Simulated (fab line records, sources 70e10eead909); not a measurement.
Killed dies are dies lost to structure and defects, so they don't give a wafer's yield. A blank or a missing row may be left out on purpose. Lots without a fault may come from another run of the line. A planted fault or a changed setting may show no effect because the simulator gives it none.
A struck lot beside a sound one | flow nand_harc | 15 steps out of a route of 1302
Sound: wafers L645.2, L645.3, L645.5. Struck: wafers L654.1, L654.2, L654.4. The cause comes at the end.
At each step with rows: each side's tool, then ch and its chambers, then its first start. Under that, the readings that differ: sound wafers | struck wafers | difference of the means | sigmas: that difference in standard deviations of wafers without a fault.
alike: readings whose means differ by less than 2 such deviations, and words and numbers that are the same on both sides. not compared: withheld readings, readings that some wafer has no value for, bounds like >300 that may hide the same value, and numbers for which the record gives no deviation and whose values overlap.
The two part at a step that has a row with sigmas, a row that says differs or no value, or rows on one side only. Numbers that don't overlap but have no deviation are shown without sigmas and don't part them. A reading that every wafer of one side lacks parts them only if that side has two wafers or more.

first, 1 step without rows for these wafers: NHARC_A_BONDPAD_ETCH_34 (etches the open film in N2/H2, target depth 60 nm, overetch 18 nm, time 65.91 s).
NHARC_A_BONDPAD_ETCH_12: etches the open film in CHF3/O2, target depth 220 nm, time 110 s.
  sound on rie_diel-08 ch 0,2; struck on rie_diel-08 ch 0,1,3
  alike: chf3_flow_sccm, drypump_motor_current_A, oes_product_au, rf_vpp_V, showerhead_plenum_p_Torr, throttle_valve_pct
  not compared: rf_hours_counter_h
NHARC_A_BONDPAD_CD_MEAS_13:
  sound on cd_sem-03, day 24 10:16; struck on cd_sem-03, day 28 09:20
  alike: cd_nm
NHARC_A_BONDPAD_STRIP_15: strips in O2.
  sound on rie_diel-08 ch 0,2, day 24 10:21; struck on rie_diel-08 ch 0,1,3, day 28 09:25
  alike: drypump_motor_current_A, oes_product_au, rf_vpp_V, showerhead_plenum_p_Torr, throttle_valve_pct
  not compared: rf_hours_counter_h
then, 2 steps without rows for these wafers: NHARC_A_BONDPAD_ETCH_24 (etches the open film in CF4/N2, target depth 30 nm, time 72.99 s); NHARC_A_BONDPAD_STRIP_16 (strips in post etch residue remover, time 600 s).
NHARC_A_BONDPAD_DEGAS_25: time 60 s.
  sound on pvd_sputter-02, day 24 10:53; struck on pvd_sputter-02, day 28 09:57
  alike: heater_power_w
then, 1 step without rows for these wafers: NHARC_A_BONDPAD_PRE_CLEAN_26 (time 30 s).
NHARC_A_BONDPAD_PVD_17: deposits TaN, target thk 5 nm, time 8.06 s.
  sound on pvd_sputter-02; struck on pvd_sputter-02
  alike: throttle_valve_pct
NHARC_A_BONDPAD_PVD_27: deposits Cu, target thk 30 nm, time 20.49 s.
  sound on pvd_sputter-02; struck on pvd_sputter-02
  alike: throttle_valve_pct
then, 2 steps without rows for these wafers: NHARC_A_BONDPAD_ECD_18 (material Cu, target thk 400 nm); NHARC_A_BONDPAD_ANNEAL_28 (time 90 s).
NHARC_A_BONDPAD_CMP_19: polishes, t overpolish 30 s, cu recess touch 16 s, target thk 169.82 nm.
  sound on cmp-04 ch 0,1,3, day 24 11:59; struck on cmp-01 ch 1,2,3, day 28 11:21
  no value came back on the struck wafers for cu_recess_touch_s (s), edge_zone_pressure_frac, motor_current_A (A), overpolish_run_s (s); on the sound wafers cu_recess_touch_s (s) reads 16 16 16
NHARC_A_BONDPAD_THK_MEAS_20: measures by xrf.
  sound on film_metro-01, day 24 12:17; struck on film_metro-01, day 28 11:50
  reading     | sound             | struck            | difference | sigmas
  thk_nm (nm) | 170.7 172.4 170.9 | 403.4 402.1 400.0 | +230.5     | +99 or more
  not compared: hold
NHARC_END_SORT_01:
  the record has rows for the sound wafers here (prober-01 ch 0, day 25 15:47) and none for the struck ones

WHERE THEY PART
First at NHARC_A_BONDPAD_CMP_19; last, within this record, at NHARC_END_SORT_01.

WHY: what the simulator had put in
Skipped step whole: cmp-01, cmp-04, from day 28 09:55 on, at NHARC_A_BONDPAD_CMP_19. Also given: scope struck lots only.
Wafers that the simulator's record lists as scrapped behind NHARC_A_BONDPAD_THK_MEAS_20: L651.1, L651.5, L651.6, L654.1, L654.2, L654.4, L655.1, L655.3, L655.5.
